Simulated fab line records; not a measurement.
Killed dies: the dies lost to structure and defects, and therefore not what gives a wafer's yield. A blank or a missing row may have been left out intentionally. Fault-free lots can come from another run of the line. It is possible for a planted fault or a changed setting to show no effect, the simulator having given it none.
Which tool was responsible? | flow nand harc | 6 lots, 18 wafers sampled, at 4 steps of a route of 1302

## WHAT EACH GAUGE READ, for each wafer
NHARC_P_M2_CD_MEAS_09: target cd 170 nm.
lot  | measured     | on        | cd nm (nm)
L648 | day 7 04:20  | cd sem-01 | 170.7 170.4 170.1
L650 | day 8 00:47  | cd sem-01 | 170.1 170.6 170.6
L652 | day 8 20:10  | cd sem-03 | 169.2 170.1 169.6
L656 | day 10 17:43 | cd sem-02 | 175.8 175.7 175.6
L665 | day 14 07:07 | cd sem-03 | 169.9 170.2 170.0
L668 | day 15 06:41 | cd sem-02 | 169.4 169.8 169.8

## WHAT TOOL EACH LOT RAN ON (gives the tool, then ch and the chambers of the sampled wafers, and finally the start)
lot  | NHARC_P_M1_ANNEAL_31             | NHARC_P_M1_DEP_33               | NHARC_P_M2_PEB_07
L648 | rtp anneal-01 ch 0, day 7 02:11  | pecvd-04 ch 0,1,2, day 7 03:05  | litho track-01 ch 0, day 7 04:16
L650 | rtp anneal-01 ch 0, day 7 22:42  | pecvd-03 ch 0,2, day 7 23:40    | litho track-01 ch 0, day 8 00:43
L652 | rtp anneal-02 ch 0, day 8 18:10  | pecvd-02 ch 1,2, day 8 19:01    | litho track-06 ch 0, day 8 20:04
L656 | rtp anneal-02 ch 0, day 10 15:37 | pecvd-03 ch 0,1,2, day 10 16:33 | litho track-06 ch 0, day 10 17:38
L665 | rtp anneal-01 ch 0, day 14 05:00 | pecvd-03 ch 0,2, day 14 05:59   | litho track-01 ch 0, day 14 07:02
L668 | rtp anneal-01 ch 0, day 15 04:31 | pecvd-04 ch 0,1,2, day 15 05:32 | litho track-04 ch 0, day 15 06:37
- NHARC_P_M1_ANNEAL_31: time 90 s.
- NHARC_P_M1_DEP_33: deposits SiCN, target thk 30 nm.
- NHARC_P_M2_PEB_07: peb time 65 s.

## THE ANSWER, worked out from the rows above alone
Rule: what is usual is taken from the lots themselves. Put in order of their means at a reading, lots are off if they are a third of the lots or fewer, leave a main group of 4 or more, and stand apart from it by a gap of 3 or more times the standard deviation of the main group's means; of several such gaps the widest counts. The tables above print the reading to a certain number of digits; a main group whose means all agree to those digits is not used. Also off: a lot with no number at a reading for which 4 or more lots have one. All remaining lots with rows at the step are treated as sound.
Off: L656, at NHARC_P_M2_CD_MEAS_09 (cd nm). Mean 170.0 nm and standard deviation 0.34 in the main group.
If a tool, at a process step before that reading, ran all the lots that are off and no sound lot after the first of them, it fits. The gauges at NHARC_P_M2_CD_MEAS_09 are tried like those tools. This does not decide it: 2 tools fit, namely rtp anneal-02 at NHARC_P_M1_ANNEAL_31 and litho track-06 at NHARC_P_M2_PEB_07.

## WHAT THE SIMULATOR HAD PUT IN
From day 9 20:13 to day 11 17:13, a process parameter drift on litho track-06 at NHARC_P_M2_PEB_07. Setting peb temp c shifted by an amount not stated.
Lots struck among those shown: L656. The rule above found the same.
